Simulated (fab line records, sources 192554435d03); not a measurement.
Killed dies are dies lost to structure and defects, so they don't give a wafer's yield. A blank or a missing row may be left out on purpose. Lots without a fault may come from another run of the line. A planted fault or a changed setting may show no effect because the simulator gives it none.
One fault seen from 3 desks | flow n5_finfet | each desk has only its own numbers; what lay behind them comes last

THE METROLOGY DESK
What the gauges read, lot by lot, whatever tool the lot ran on: means of the sampled wafers that have a number. A lot is out of limits, marked OUT, if its mean lies more than 4 standard deviations from the usual mean; the brackets give that distance. Of its 18 readings 7 are shown: the one that was out of limits first, and those that lie furthest out on some lot.
Columns: A = DIBL_N at N5_BEOL_M4_RC_MEAS_101, usual 36.0 mV/V; B = IOFF_N at N5_BEOL_M4_RC_MEAS_101, usual 0.16 nA/um; C = IOFF_N_85C at N5_BEOL_M4_RC_MEAS_101, usual 3.0 nA/um; D = IOFF_N_LIN at N5_BEOL_M4_RC_MEAS_101, usual 0.072 nA/um; E = ION_N at N5_BEOL_M4_RC_MEAS_101, usual 673 uA/um; F = REXT_N at N5_BEOL_M4_RC_MEAS_101, usual 75.3 ohm.um; G = SS_N at N5_BEOL_M4_RC_MEAS_101, usual 71.4 mV/dec
lot  | first seen here | A               | B               | C              | D                | E              | F               | G
L107 | day 3 17:26     | 39.1            | 0.22            | 4.0            | 0.095            | 686            | 73.8            | 71.8
L112 | day 4 22:51     | 34.2            | 0.12            | 2.5            | 0.059            | 666            | 76.5            | 71.0
L113 | day 5 00:35     | 34.6            | 0.14            | 2.6            | 0.065            | 670            | 75.1            | 71.1
L115 | day 5 15:38     | 38.5            | 0.21            | 3.9            | 0.093            | 689            | 73.6            | 71.4
L117 | day 6 04:26     | 35.8            | 0.17            | 3.3            | 0.080            | 679            | 75.0            | 71.2
L118 | day 6 07:46     | 34.2            | 0.12            | 2.4            | 0.058            | 666            | 71.9            | 70.5
L120 | day 6 20:49     | 34.7            | 0.14            | 2.7            | 0.066            | 677            | 76.2            | 70.9
L129 | day 9 03:49     | 47.2 (+6.2) OUT | 0.47 (+8.8) OUT | 7.5 (+8.0) OUT | 0.175 (+7.9) OUT | 747 (+5.7) OUT | 66.4 (-5.6) OUT | 73.3
L130 | day 9 09:40     | 49.5 (+7.5) OUT | 0.56 (+11) OUT  | 8.7 (+10) OUT  | 0.179 (+8.2) OUT | 742 (+5.3) OUT | 64.1 (-7.0) OUT | 75.1 (+6.2) OUT
This desk's finding: out of limits on L129, L130; first on L130, day 14 06:26 (DIBL_N at N5_BEOL_M4_RC_MEAS_101). In limits: L107, L112, L113, L115, L117, L118, L120.

THE DEFECT DESK
What the inspections along the route counted, lot by lot: means of the sampled wafers that have a number. A lot is out of limits, marked OUT, if its mean lies more than 4 standard deviations from the usual mean; the brackets give that distance.
Columns: A = raw_defect_count at N5_SD_EPI_P_INSPECT_26, usual 180
lot  | first seen here | A
L107 | day 3 13:19     | 214
L112 | day 4 18:43     | 210
L113 | day 4 20:49     | 185
L115 | day 5 11:13     | 153
L117 | day 6 00:37     | 105
L118 | day 6 03:55     | 135
L120 | day 6 16:56     | 224
L129 | day 8 23:41     | 246
L130 | day 9 05:50     | 152
This desk's finding: nothing out of limits on any of the 9 lots.

THE TOOL OWNER'S DESK: rtp_anneal-02
The tool's own readings at N5_SD_ACTIVATION_RTA_00 (time 0 s): means of the sampled wafers that have a number, for each lot that ran on this tool. A lot is out of limits, marked OUT, if its mean lies more than 4 standard deviations from the usual mean; the brackets give that distance. Of its 9 readings 7 are shown: the one that was out of limits first, and those that lie furthest out on some lot.
Columns: A = lamp_power_pct at N5_SD_ACTIVATION_RTA_00, usual 8.96 %; B = lamp_zone_1_pct at N5_SD_ACTIVATION_RTA_00, usual 8.952 %; C = lamp_zone_3_pct at N5_SD_ACTIVATION_RTA_00, usual 8.951 %; D = lamp_zone_4_pct at N5_SD_ACTIVATION_RTA_00, usual 8.951 %; E = lamp_zone_5_pct at N5_SD_ACTIVATION_RTA_00, usual 8.955 %; F = lamp_zone_6_pct at N5_SD_ACTIVATION_RTA_00, usual 8.873 %; G = lamp_zone_7_pct at N5_SD_ACTIVATION_RTA_00, usual 9.352 %
lot  | first seen here | A               | B               | C               | D               | E               | F               | G
L107 | day 3 13:28     | 8.98            | 8.962           | 8.949           | 8.955           | 8.947           | 8.878           | 9.363
L112 | day 4 18:53     | 8.99            | 8.969           | 8.967           | 8.937           | 8.964           | 8.894           | 9.355
L113 | day 4 20:52     | 8.95            | 8.944           | 8.949           | 8.942           | 8.949           | 8.873           | 9.368
L117 | day 6 00:43     | 9.00            | 8.959           | 8.929           | 8.946           | 8.952           | 8.877           | 9.384
L118 | day 6 04:02     | 9.02            | 8.952           | 8.955           | 8.931           | 8.970           | 8.869           | 9.360
L120 | day 6 16:58     | 8.96            | 8.959           | 8.931           | 8.940           | 8.956           | 8.875           | 9.369
L129 | day 8 23:43     | 9.36 (+7.5) OUT | 9.314 (+16) OUT | 9.384 (+17) OUT | 9.359 (+16) OUT | 9.360 (+18) OUT | 9.276 (+16) OUT | 9.751 (+16) OUT
L130 | day 9 05:53     | 9.34 (+7.2) OUT | 9.363 (+19) OUT | 9.318 (+14) OUT | 9.347 (+15) OUT | 9.337 (+17) OUT | 9.267 (+15) OUT | 9.771 (+17) OUT
This desk's finding: out of limits on L129, L130; first on L129, day 8 23:43 (lamp_power_pct at N5_SD_ACTIVATION_RTA_00). In limits: L107, L112, L113, L117, L118, L120.

PUT TOGETHER
The tool owner's desk could have raised an alarm at day 8 23:43, on L129, L130.
The metrology desk could have raised an alarm at day 14 06:26, on L129, L130.
The defect desk saw nothing out of limits.
The defect desk has L129, L130 on record, within its limits.
Of the lots named, all ran N5_SD_ACTIVATION_RTA_00 on rtp_anneal-02.

WHAT THE SIMULATOR HAD PUT IN
Process parameter drift: rtp_anneal-02, from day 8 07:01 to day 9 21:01, at N5_SD_ACTIVATION_RTA_00. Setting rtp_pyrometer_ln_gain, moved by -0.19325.
Lots struck among those shown: L129, L130.
Hours from the fault's start to each desk's first reading out of limits: the tool owner's desk, 17; the metrology desk, 143.
